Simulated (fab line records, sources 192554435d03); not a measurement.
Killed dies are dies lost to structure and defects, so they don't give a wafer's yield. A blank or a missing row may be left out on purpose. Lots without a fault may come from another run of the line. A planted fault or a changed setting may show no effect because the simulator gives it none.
Which tool did it? | flow n5_finfet | 24 lots, 72 wafers sampled, at 5 steps of a route of 1938

WHAT THE GAUGES READ, wafer by wafer
N5_BEOL_M6_OCD_MEAS_38. Usual: trench_depth_nm 94.7 nm, standard deviation 1.3.
lot  | measured     | on     | trench_depth_nm (nm) | flag
L074 | day 8 21:57  | ocd-02 | 92.1 94.4 92.2       |
L075 | day 9 00:20  | ocd-01 | 93.5 95.1 94.9       |
L076 | day 9 09:49  | ocd-02 | 94.2 94.5 94.5       |
L077 | day 9 15:35  | ocd-02 | 97.2 93.2 95.1       |
L078 | day 9 22:04  | ocd-02 | 94.5 95.9 96.9       |
L080 | day 10 05:23 | ocd-01 | 97.5 93.6 95.7       |
L079 | day 10 14:48 | ocd-02 | 94.7 93.0 95.6       |
L081 | day 10 15:10 | ocd-01 | 92.9 96.3 95.8       |
L083 | day 10 21:44 | ocd-02 | 93.4 95.0 94.3       |
L082 | day 11 07:18 | ocd-02 | 92.8 93.9 95.0       |
L084 | day 11 19:01 | ocd-02 | 96.0 93.6 95.7       |
L085 | day 11 22:25 | ocd-02 | 94.9 95.0 94.4       |
L086 | day 12 02:02 | ocd-01 | 94.0 95.6 94.0       |
L087 | day 12 09:57 | ocd-02 | 96.1 94.0 93.2       |
L088 | day 12 11:40 | ocd-01 | 95.7 95.5 93.3       |
L089 | day 12 15:54 | ocd-02 | 95.8 95.1 92.7       |
L090 | day 12 22:52 | ocd-01 | 94.7 94.7 92.6       |
L091 | day 13 02:00 | ocd-01 | 96.6 96.6 96.7       |
L092 | day 13 14:46 | ocd-02 | 91.3 94.0 94.5       |
L094 | day 13 18:28 | ocd-01 | 92.6 92.6 96.5       |
L093 | day 14 01:35 | ocd-01 | 94.4 97.8 95.8       |
L095 | day 14 10:59 | ocd-01 | 96.7 92.1 94.6       |
L096 | day 14 13:49 | ocd-02 | 91.9 94.5 95.5       |
L097 | day 15 00:49 | ocd-02 | 95.6 96.6 96.4       |

N5_BEOL_M7_OCD_MEAS_38. Usual: trench_depth_nm 93.1 nm, standard deviation 1.7.
lot  | measured     | on     | trench_depth_nm (nm) | flag
L074 | day 9 09:08  | ocd-02 | 93.6 91.5 93.9       |
L075 | day 9 09:38  | ocd-02 | 93.2 91.7 91.3       |
L076 | day 9 18:53  | ocd-02 | 94.0 92.2 93.5       |
L077 | day 10 02:13 | ocd-01 | 91.5 91.6 91.7       |
L078 | day 10 08:04 | ocd-01 | 95.6 96.2 94.7       |
L080 | day 10 17:56 | ocd-02 | 95.0 95.5 94.9       |
L079 | day 11 01:44 | ocd-02 | 92.0 94.7 93.2       |
L081 | day 11 02:20 | ocd-02 | 91.8 94.1 91.3       |
L083 | day 11 07:44 | ocd-01 | 93.4 90.6 90.5       |
L082 | day 11 19:04 | ocd-01 | 92.3 90.8 91.1       |
L084 | day 12 02:10 | ocd-01 | 92.4 93.4 94.8       |
L085 | day 12 10:28 | ocd-01 | 91.4 93.8 95.0       |
L086 | day 12 14:15 | ocd-02 | 95.4 91.9 96.4       |
L087 | day 12 19:44 | ocd-01 | 94.3 92.3 94.7       |
L088 | day 12 22:10 | ocd-02 | 90.4 93.6 91.7       |
L089 | day 13 00:23 | ocd-01 | 93.2 90.6 96.4       |
L090 | day 13 06:45 | ocd-01 | 93.1 90.5 95.2       |
L091 | day 13 08:50 | ocd-02 | 91.6 92.5 92.4       |
L092 | day 13 22:08 | ocd-02 | 97.0 91.4 92.5       |
L094 | day 14 01:34 | ocd-01 | 94.1 95.0 94.7       |
L093 | day 14 09:01 | ocd-01 | 96.9 92.6 90.5       |
L095 | day 14 20:04 | ocd-02 | 89.8 91.3 95.2       |
L096 | day 14 23:14 | ocd-01 | 93.5 91.5 97.4       |
L097 | day 15 10:40 | ocd-02 | 92.2 94.0 90.5       |

N5_BEOL_M8_OVL_MEAS_12. Usual: M8_OVL -0.1 nm, standard deviation 0.82.
lot  | measured     | on         | M8_OVL (nm)    | flag
L074 | day 9 15:30  | overlay-01 | 0.0 0.6 0.6    |
L075 | day 9 16:03  | overlay-02 | 0.6 0.7 0.2    |
L076 | day 10 03:16 | overlay-01 | 1.1 -0.7 -0.2  |
L077 | day 10 10:02 | overlay-01 | -0.5 -0.2 -0.3 |
L078 | day 10 16:04 | overlay-01 | -0.1 -0.7 -0.9 |
L080 | day 11 03:19 | overlay-01 | 0.7 1.8 0.4    |
L079 | day 11 07:37 | overlay-01 | 0.2 0.8 -0.2   |
L081 | day 11 08:02 | overlay-01 | -0.9 -0.9 0.0  |
L083 | day 11 13:50 | overlay-02 | -0.8 -0.2 -0.5 |
L082 | day 12 01:55 | overlay-02 | -1.4 -0.1 -0.3 |
L084 | day 12 10:08 | overlay-02 | -0.2 -0.4 -1.2 |
L085 | day 12 17:11 | overlay-02 | 0.6 0.9 0.8    |
L086 | day 12 20:05 | overlay-01 | 0.2 0.4 0.2    |
L087 | day 13 02:16 | overlay-01 | 1.1 0.5 0.9    |
L088 | day 13 02:44 | overlay-01 | -0.9 0.2 -0.2  |
L089 | day 13 06:26 | overlay-01 | 1.3 1.1 0.9    |
L090 | day 13 15:03 | overlay-01 | -0.1 0.8 0.9   |
L091 | day 13 15:23 | overlay-02 | -1.6 -0.2 -0.8 |
L092 | day 14 04:45 | overlay-01 | -0.2 -0.7 -0.8 |
L094 | day 14 08:16 | overlay-01 | 0.4 0.9 1.5    |
L093 | day 14 14:14 | overlay-02 | 1.1 -0.1 0.7   |
L095 | day 15 02:25 | overlay-02 | -0.4 0.5 0.3   |
L096 | day 15 05:45 | overlay-01 | 0.2 -0.6 -0.1  |
L097 | day 15 19:01 | overlay-02 | -1.6 -0.5 -2.1 |

N5_BEOL_M8_INSPECT_13: inspects for defects (brightfield). Usual: raw_defect_count 415, standard deviation 87.
lot  | measured     | on                | raw_defect_count | flag
L074 | day 9 15:31  | defect_inspect-02 | 341 416 369      |
L075 | day 9 16:04  | defect_inspect-01 | 425 306 320      |
L076 | day 10 03:17 | defect_inspect-02 | 536 425 546      |
L077 | day 10 10:04 | defect_inspect-01 | 340 282 345      |
L078 | day 10 16:06 | defect_inspect-02 | 505 324 525      |
L080 | day 11 03:20 | defect_inspect-01 | 336 254 340      |
L079 | day 11 07:39 | defect_inspect-02 | 558 562 547      |
L081 | day 11 08:04 | defect_inspect-01 | 291 283 301      |
L083 | day 11 13:52 | defect_inspect-02 | 469 361 291      |
L082 | day 12 01:57 | defect_inspect-02 | 382 373 443      |
L084 | day 12 10:09 | defect_inspect-01 | 471 373 439      |
L085 | day 12 17:13 | defect_inspect-01 | 411 322 329      |
L086 | day 12 20:07 | defect_inspect-02 | 321 520 377      |
L087 | day 13 02:17 | defect_inspect-02 | 433 313 300      |
L088 | day 13 02:46 | defect_inspect-01 | 489 331 528      |
L089 | day 13 06:28 | defect_inspect-01 | 416 279 347      |
L090 | day 13 15:04 | defect_inspect-01 | 385 429 331      |
L091 | day 13 15:25 | defect_inspect-02 | 267 451 390      |
L092 | day 14 04:46 | defect_inspect-02 | 357 450 353      |
L094 | day 14 08:17 | defect_inspect-02 | 555 432 456      |
L093 | day 14 14:16 | defect_inspect-01 | 499 332 384      |
L095 | day 15 02:26 | defect_inspect-02 | 324 385 405      |
L096 | day 15 05:46 | defect_inspect-01 | 444 345 503      |
L097 | day 15 19:02 | defect_inspect-01 | 389 343 322      |

WHICH TOOL RAN EACH LOT (tool, then ch and the chambers of the sampled wafers, then the start)
lot  | N5_BEOL_M7_CURE_75
L074 | uv_cure-01 ch 1, day 9 09:29
L075 | uv_cure-02 ch 0, day 9 09:50
L076 | uv_cure-01 ch 0, day 9 19:07
L077 | uv_cure-01 ch 0, day 10 02:31
L078 | uv_cure-01 ch 1, day 10 08:37
L080 | uv_cure-01 ch 1, day 10 18:08
L079 | uv_cure-03 ch 2, day 11 01:59
L081 | uv_cure-02 ch 2, day 11 02:31
L083 | uv_cure-03 ch 0, day 11 08:02
L082 | uv_cure-02 ch 2, day 11 19:26
L084 | uv_cure-01 ch 0, day 12 02:23
L085 | uv_cure-03 ch 2, day 12 10:51
L086 | uv_cure-02 ch 2, day 12 14:27
L087 | uv_cure-01 ch 1, day 12 19:55
L088 | uv_cure-03 ch 0, day 12 22:25
L089 | uv_cure-02 ch 1, day 13 00:44
L090 | uv_cure-02 ch 2, day 13 06:57
L091 | uv_cure-03 ch 0, day 13 09:02
L092 | uv_cure-02 ch 1, day 13 22:20
L094 | uv_cure-01 ch 2, day 14 01:46
L093 | uv_cure-03 ch 1, day 14 09:25
L095 | uv_cure-03 ch 0, day 14 20:16
L096 | uv_cure-03 ch 2, day 14 23:32
L097 | uv_cure-01 ch 2, day 15 10:52
- N5_BEOL_M7_CURE_75: cures SiCOH lowk, time 120 s.

WHAT THE TOOLS THEMSELVES READ (means of the sampled wafers that have a number; where no wafer has one, the mark that the record gives instead)
N5_BEOL_M7_CURE_75. Usual: lamp_power_pct 52.32 %, standard deviation 0.06; wafer_temp_C_max 372.2, standard deviation 0.83.
lot  | tool       | lamp_power_pct (%) | wafer_temp_C_max | flag
L074 | uv_cure-01 | 52.30              | 371.2            |
L075 | uv_cure-02 | 52.30              | 371.7            |
L076 | uv_cure-01 | 52.34              | 373.0            |
L077 | uv_cure-01 | 52.34              | 372.1            |
L078 | uv_cure-01 | 52.35              | 371.3            |
L080 | uv_cure-01 | 52.32              | 371.2            |
L079 | uv_cure-03 | 52.34              | 373.6            |
L081 | uv_cure-02 | 52.35              | 373.1            |
L083 | uv_cure-03 | 52.31              | 373.0            |
L082 | uv_cure-02 | 52.33              | 373.0            |
L084 | uv_cure-01 | 52.35              | 372.5            |
L085 | uv_cure-03 | 52.31              | 372.8            |
L086 | uv_cure-02 | 52.30              | 372.9            |
L087 | uv_cure-01 | 52.31              | 371.1            |
L088 | uv_cure-03 | 52.28              | 372.7            |
L089 | uv_cure-02 | 52.31              | 370.8            |
L090 | uv_cure-02 | 52.34              | 373.1            |
L091 | uv_cure-03 | 52.34              | 372.1            |
L092 | uv_cure-02 | 52.33              | 371.2            |
L094 | uv_cure-01 | 52.28              | 372.3            |
L093 | uv_cure-03 | 52.35              | 372.2            |
L095 | uv_cure-03 | 52.31              | 371.9            |
L096 | uv_cure-03 | 52.26              | 372.9            |
L097 | uv_cure-01 | 52.35              | 372.5            |

THE ANSWER, worked out from the rows above alone
Rule: a lot is off if the mean of its wafers that have a number lies more than 3 standard deviations from the usual mean. A lot without any number at a reading at which 4 lots or more have one is off too. The other lots that the step has rows for count as sound. The gauges are gone through in route order, then the tools' own readings, and for those a lot's mean is taken as printed above. The first step at which some lot is off is used, and at that step the reading that is off furthest; a lot without a number counts as furthest.
No lot is off at any reading shown: from this, nothing can be told.

WHAT THE SIMULATOR HAD PUT IN
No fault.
